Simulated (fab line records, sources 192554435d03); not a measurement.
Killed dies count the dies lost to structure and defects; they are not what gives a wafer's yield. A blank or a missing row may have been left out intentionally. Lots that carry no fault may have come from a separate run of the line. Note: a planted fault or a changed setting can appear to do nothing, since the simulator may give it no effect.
Which tool was responsible? || flow n5Finfet || 12 lots, 36 wafers sampled, at 2 steps of a route of 1938

WHAT EACH GAUGE READ, for each wafer
N5_BEOL_M10_OVL_MEAS_29.
{"lot": "L074", "measured": "day 10 13:38", "on": "overlay-02", "V9_OVL (nm)": "-0.6 0.3 -0.3"}
{"lot": "L077", "measured": "day 11 06:31", "on": "overlay-02", "V9_OVL (nm)": "0.2 1.0 0.5"}
{"lot": "L081", "measured": "day 11 11:35", "on": "overlay-02", "V9_OVL (nm)": "0.4 0.1 0.2"}
{"lot": "L080", "measured": "day 11 18:18", "on": "overlay-02", "V9_OVL (nm)": "-0.1 0.1 -0.4"}
{"lot": "L084", "measured": "day 12 16:57", "on": "overlay-02", "V9_OVL (nm)": "0.6 1.5 1.3"}
{"lot": "L085", "measured": "day 12 19:21", "on": "overlay-01", "V9_OVL (nm)": "1.9 0.3 0.6"}
{"lot": "L087", "measured": "day 13 09:25", "on": "overlay-02", "V9_OVL (nm)": "0.4 1.1 0.5"}
{"lot": "L088", "measured": "day 13 15:19", "on": "overlay-01", "V9_OVL (nm)": "2.1 0.9 1.8"}
{"lot": "L091", "measured": "day 14 01:32", "on": "overlay-01", "V9_OVL (nm)": "0.3 2.0 -0.2"}
{"lot": "L092", "measured": "day 15 00:05", "on": "overlay-01", "V9_OVL (nm)": "-0.8 -1.1 -0.5"}
{"lot": "L095", "measured": "day 15 08:28", "on": "overlay-01", "V9_OVL (nm)": "-0.4 0.3 0.2"}
{"lot": "L097", "measured": "day 15 12:50", "on": "overlay-01", "V9_OVL (nm)": "-0.2 0.6 -0.2"}

WHICH TOOL RAN EACH LOT (tool, then ch and the chambers of the sampled wafers, then the start)
{"lot": "L074", "N5_BEOL_M10_HM_OPEN_17": "rieMetal-01 ch 0,1, day 10 11:05"}
{"lot": "L077", "N5_BEOL_M10_HM_OPEN_17": "rieMetal-02 ch 1, day 11 05:53"}
{"lot": "L081", "N5_BEOL_M10_HM_OPEN_17": "rieMetal-01 ch 0,1, day 11 10:57"}
{"lot": "L080", "N5_BEOL_M10_HM_OPEN_17": "rieMetal-02 ch 0,1, day 11 16:46"}
{"lot": "L084", "N5_BEOL_M10_HM_OPEN_17": "rieMetal-03 ch 0, day 12 16:10"}
{"lot": "L085", "N5_BEOL_M10_HM_OPEN_17": "rieMetal-01 ch 1, day 12 18:42"}
{"lot": "L087", "N5_BEOL_M10_HM_OPEN_17": "rieMetal-01 ch 0,1, day 13 07:27"}
{"lot": "L088", "N5_BEOL_M10_HM_OPEN_17": "rieMetal-03 ch 0, day 13 14:20"}
{"lot": "L091", "N5_BEOL_M10_HM_OPEN_17": "rieMetal-02 ch 0,1, day 14 00:16"}
{"lot": "L092", "N5_BEOL_M10_HM_OPEN_17": "rieMetal-01 ch 0,1, day 14 23:13"}
{"lot": "L095", "N5_BEOL_M10_HM_OPEN_17": "rieMetal-01 ch 0,1, day 15 07:50"}
{"lot": "L097", "N5_BEOL_M10_HM_OPEN_17": "rieMetal-02 ch 0,1, day 15 11:42"}
- N5_BEOL_M10_HM_OPEN_17: chemistry Cl2/BCl3, target TiN, target depth 20 nm, overetch 6 nm.

THE ANSWER, worked out from the rows above alone
Rule: the usual values come from the lots themselves. Put in order of their means at a reading, lots are off if they are a third of the lots or fewer, leave a main group of 4 or more, and stand apart from it by a gap of 3 or more times the standard deviation of the main group's means; of several such gaps the widest counts. A main group whose means are all the same, to the digits that the tables above print for the reading, isn't used. Also off: a lot with no number at a reading for which 4 or more lots have one. The other lots that the step has rows for count as sound.
None of the lots is off at any reading shown; this tells nothing.

WHAT THE SIMULATOR HAD INSERTED
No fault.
